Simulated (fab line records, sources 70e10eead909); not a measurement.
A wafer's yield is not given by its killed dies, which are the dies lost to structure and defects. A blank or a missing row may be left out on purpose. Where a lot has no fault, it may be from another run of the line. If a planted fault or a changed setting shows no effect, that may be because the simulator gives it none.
Which tool was responsible? | flow nand harc | 6 lots, 18 wafers sampled, at 4 steps of a route of 1159

## WHAT THE GAUGES READ, wafer by wafer
NHARC_END_SORT_01.
lot  | measured     | on        | sort_bin_2_pct (%)
L396 | day 20 00:25 | prober-01 | 1.5 0.7 1.8
L400 | day 19 16:44 | prober-02 | 1.6 0.9 1.2
L398 | day 20 09:53 | prober-02 | 1.3 0.9 0.9
L403 | day 21 04:43 | prober-02 | 19.4 19.9 22.3
L416 | day 23 23:31 | prober-01 | 2.7 1.2 2.5
L417 | day 24 11:55 | prober-01 | 1.2 1.2 1.6

## WHAT TOOL EACH LOT RAN ON (gives the tool, then ch and the chambers of the sampled wafers, and finally the start)
lot  | NHARC_A_M0_ECD_22              | NHARC_THIN_TSV_ETCHBACK_48         | NHARC_THIN_TSV_ANNEAL_52
L396 | ecd cu-02 ch 0,1, day 17 19:39 | rie diel-03 ch 0,2,3, day 18 23:24 | rtp anneal-01 ch 0, day 19 01:24
L400 | ecd cu-02 ch 0,1, day 18 00:40 | rie diel-03 ch 2,3, day 19 00:14   | rtp anneal-02 ch 0, day 19 01:58
L398 | ecd cu-01 ch 0,1, day 18 09:32 | rie diel-06 ch 0,1,2, day 19 11:25 | rtp anneal-02 ch 0, day 19 13:11
L403 | ecd cu-02 ch 0,1, day 19 10:35 | rie diel-03 ch 1,2, day 20 12:53   | rtp anneal-02 ch 0, day 20 14:41
L416 | ecd cu-01 ch 0, day 22 01:28   | rie diel-03 ch 0,1,3, day 23 07:21 | rtp anneal-02 ch 0, day 23 09:07
L417 | ecd cu-01 ch 0,1, day 22 19:02 | rie diel-06 ch 0,1,3, day 23 19:50 | rtp anneal-02 ch 0, day 23 21:39
- NHARC_A_M0_ECD_22: material Cu, target thk 400 nm.
- NHARC_THIN_TSV_ETCHBACK_48: etches the open film in C4F8/Ar, target depth 1028.5 nm, time 405.17 s.
- NHARC_THIN_TSV_ANNEAL_52: time 90 s.

## THE ANSWER, worked out from the rows above alone
Rule: usual is defined by the lots themselves. The widest of any qualifying gaps counts: lots, ordered by their means at a reading, are off when they make up no more than a third of the lots, leave a main group of 4 or more, and stand apart from it by 3 or more times the standard deviation of that group's means. A main group is skipped when, at the precision printed for the reading in the tables above, its means are all equal. Also off: a lot with no number at a reading for which 4 or more lots have one. Any other lot the step has rows for is counted as sound.
Off, at NHARC_END_SORT_01 on sort_bin_2_pct: L403. Main group: mean 1.4 %, sd 0.38.
If a tool, at a process step before that reading, ran all the lots that are off and no sound lot after the first of them, it fits. Those tools and the gauges at NHARC_END_SORT_01 are tried in the same way. Can't be told from this: 2 tools fit, ecd cu-02 at NHARC_A_M0_ECD_22, prober-02 at NHARC_END_SORT_01.

## WHAT WAS PUT IN BY THE SIMULATOR
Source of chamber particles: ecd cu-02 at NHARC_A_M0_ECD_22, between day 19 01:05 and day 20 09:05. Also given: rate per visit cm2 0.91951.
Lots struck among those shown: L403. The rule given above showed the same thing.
